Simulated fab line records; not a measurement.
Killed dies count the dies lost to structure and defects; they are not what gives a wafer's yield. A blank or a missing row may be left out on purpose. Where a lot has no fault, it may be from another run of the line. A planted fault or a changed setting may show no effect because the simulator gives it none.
Which tool did it?	flow n5-finfet	12 lots (36 wafers sampled), 1 step of a 1938-step route

WHAT EACH GAUGE READ, for each wafer
N5_SD_EPI_P_OVL_MEAS_10.
lot	measured	on	SD_P_BLK_OVL (nm)
L075	day 3 13:51	overlay-01	0.4 -0.6 -0.3
L077	day 4 01:22	overlay-01	-0.4 -0.9 -0.4
L079	day 4 10:18	overlay-01	0.5 -0.8 -0.9
L081	day 4 23:53	overlay-01	-1.4 -1.0 0.1
L083	day 5 12:03	overlay-02	-0.3 -0.4 -1.0
L085	day 6 02:31	overlay-02	-0.6 -0.3 -1.6
L086	day 6 13:33	overlay-01	0.3 -0.7 -0.3
L089	day 6 23:23	overlay-02	-0.5 -0.5 0.0
L091	day 7 14:44	overlay-02	0.3 -0.4 0.6
L093	day 7 22:52	overlay-02	-0.7 -0.1 -0.3
L095	day 8 13:25	overlay-01	0.6 0.2 -0.3
L097	day 8 23:47	overlay-01	0.4 0.8 -0.6

TOOL THAT RAN EACH LOT (tool first, then ch and the chambers of the sampled wafers, then the start)
Before these readings, the record contains no process step.

THE ANSWER, worked out from the rows above alone
Rule: the usual values come from the lots themselves. The widest of any qualifying gaps counts: lots, ordered by their means at a reading, are off when they make up no more than a third of the lots, leave a main group of 4 or more, and stand apart from it by 3 or more times the standard deviation of that group's means. A main group whose means are all the same, to the digits that the tables above print for the reading, isn't used. Also off: a lot with no number at a reading for which 4 or more lots have one. Where the step has rows for the other lots, those lots are counted as sound.
No lot is off at any reading shown: from this, nothing can be told.

WHAT HAD BEEN PUT IN BY THE SIMULATOR
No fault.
